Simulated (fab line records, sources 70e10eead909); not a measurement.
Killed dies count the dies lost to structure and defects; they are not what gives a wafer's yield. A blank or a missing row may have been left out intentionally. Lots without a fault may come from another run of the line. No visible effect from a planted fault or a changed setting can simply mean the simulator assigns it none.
Problem report in the 8D (eight disciplines) form, filled by code ; flow nandHarc ; the parts of the form that need people (team, actions taken, sign-off) are left out

== 1. PROBLEM STATEMENT ==
A mean of 673 is read at NHARC_END_SORT_01 for killedAtArray, taken on 1 wafer of 1 lot, against 59 (standard deviation 20) on wafers free of any fault. Relative to the usual mean, that is a shift of +31 standard deviations.
First seen on wafer L455.3, day 33 11:25, on prober-01. At this step, 36 wafers from 12 lots have a number in the record. The rule behind "out" and "out of limits": a value lying over 4 standard deviations away from the usual mean. The rest of the wafers with a number are treated as sound.

== 2. WHAT IT IS, AND WHAT IT ISN'T ==
question;is;is not
which readings at this step;killedAtArray, killedDies;killedAtOther, killedAtPeriphery, killedOpen, killedShort
which lots;L455;L434, L437, L438, L439, L442, L444, L445, L446, L450, L452, L456
which wafers of those lots;L455.3;L455.1, L455.6
read on which gauges;prober-01;prober-02
when;from day 33 11:25;"up to then (31 sound wafers); but 4 sound wafers of L455, L456 came after"

== 3. SUSPECTS, AND WHAT RULES EACH OUT ==
Counting: any tool at a process step up to the reading remains a suspect provided it ran every lot that is out. Sound lots after the first of them don't rule it out here, since some wafers of a struck lot are sound.
- ruled out: the gauge at NHARC_END_SORT_01. All the wafers that are out were read on prober-01, but those of them that NHARC_A_STAIRCASE_TRIM_222 has rows for are out there too, on other tools.
- rieDiel-05 at NHARC_A_STAIRCASE_ETCH_201 (etches the open film in C4F8/O2, target depth 100 nm, time 40.5 s): kept. The lot that is out, L455, ran on it at day 25 00:16; the last sound lot it ran before that was L452, at day 23 04:54. With no start given for some of its lots, NHARC_A_STAIRCASE_ETCH_201 uses the hours and lot order of NHARC_A_STAIRCASE_DESCUM_219.
- rieDiel-05 at NHARC_A_STAIRCASE_DESCUM_219 (chemistry O2, time 3 s): kept. The lot that is out, L455, ran on it at day 25 00:16; the last sound lot it ran before that was L450, at day 22 11:29.
- rieDiel-05 at NHARC_A_STAIRCASE_ETCH_221 (etches the open film in C4F8/O2, target depth 100 nm, time 40.5 s): kept. The lot that is out, L455, ran on it at day 25 00:35; the last sound lot it ran before that was L450, at day 22 11:47. With no start given for some of its lots, NHARC_A_STAIRCASE_ETCH_221 uses the hours and lot order of NHARC_A_STAIRCASE_TRIM_222.
- rieDiel-05 at NHARC_A_STAIRCASE_TRIM_222 (chemistry O2, time 211.2 s): kept. The lot that is out, L455, ran on it at day 25 00:35; the last sound lot it ran before that was L450, at day 22 11:47. On those wafers its own readings are out: runLengthS.
- At NHARC_A_STAIRCASE_ETCH_201, inside rieDiel-05: chamber 2 took the wafers that are out, while their sound lot-mates went through chambers 0, 3.
- At NHARC_A_STAIRCASE_DESCUM_219 on rieDiel-05, chamber 2 took the sound wafers of the same lots and chamber 1 took the wafers that are out.
- At NHARC_A_STAIRCASE_TRIM_222, inside rieDiel-05: chamber 0 took the wafers that are out, while their sound lot-mates went through chambers 1, 2.
Left after counting: rieDiel-05 at NHARC_A_STAIRCASE_ETCH_201, rieDiel-05 at NHARC_A_STAIRCASE_DESCUM_219, rieDiel-05 at NHARC_A_STAIRCASE_ETCH_221, rieDiel-05 at NHARC_A_STAIRCASE_TRIM_222.

== 4. THE CAUSE (what the simulator had put in) ==
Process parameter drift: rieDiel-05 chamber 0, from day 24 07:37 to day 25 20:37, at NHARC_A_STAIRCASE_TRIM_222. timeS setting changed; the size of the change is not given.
After counting, 4 suspects remain, this tool included.

== 5. SEQUENCE OF EFFECTS, ordered by route ==
One row per reading whose mean, taken over the struck wafers that have a number, lies over 3 standard deviations from the usual. Only readings for which the record gives a usual standard deviation are gone through. hours: the time from each lot's start at the first step in this table that gives one to its start at this step, as a median over the lots. sigmas: the change in usual standard deviations.
hours;step;reading;usual;on struck wafers;change;sigmas
0;NHARC_A_STAIRCASE_TRIM_222;runLengthS;232.5 s;136.8;-95.7;-99 or more
203;NHARC_END_SORT_01;killedAtArray;59;673;+614;+31
203;NHARC_END_SORT_01;killedDies;63;677;+614;+31
It contains these process steps:
- NHARC_A_STAIRCASE_TRIM_222: chemistry O2, time 211.2 s.

== 6. HOW IT WOULD HAVE BEEN CAUGHT EARLIER ==
The first out-of-limits reading at a measuring or inspecting step in this record came at day 33 11:25, 220 hours after the fault's start at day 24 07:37.
Tool's own readings at NHARC_A_STAIRCASE_TRIM_222, runLengthS: out on all struck wafers the step has rows for; an alarm limit on them would have tripped on the first.
All the lots that are out (1) had begun NHARC_A_STAIRCASE_TRIM_222 on rieDiel-05 by day 33 11:25. Tool hold at that time: it would have spared none of them.
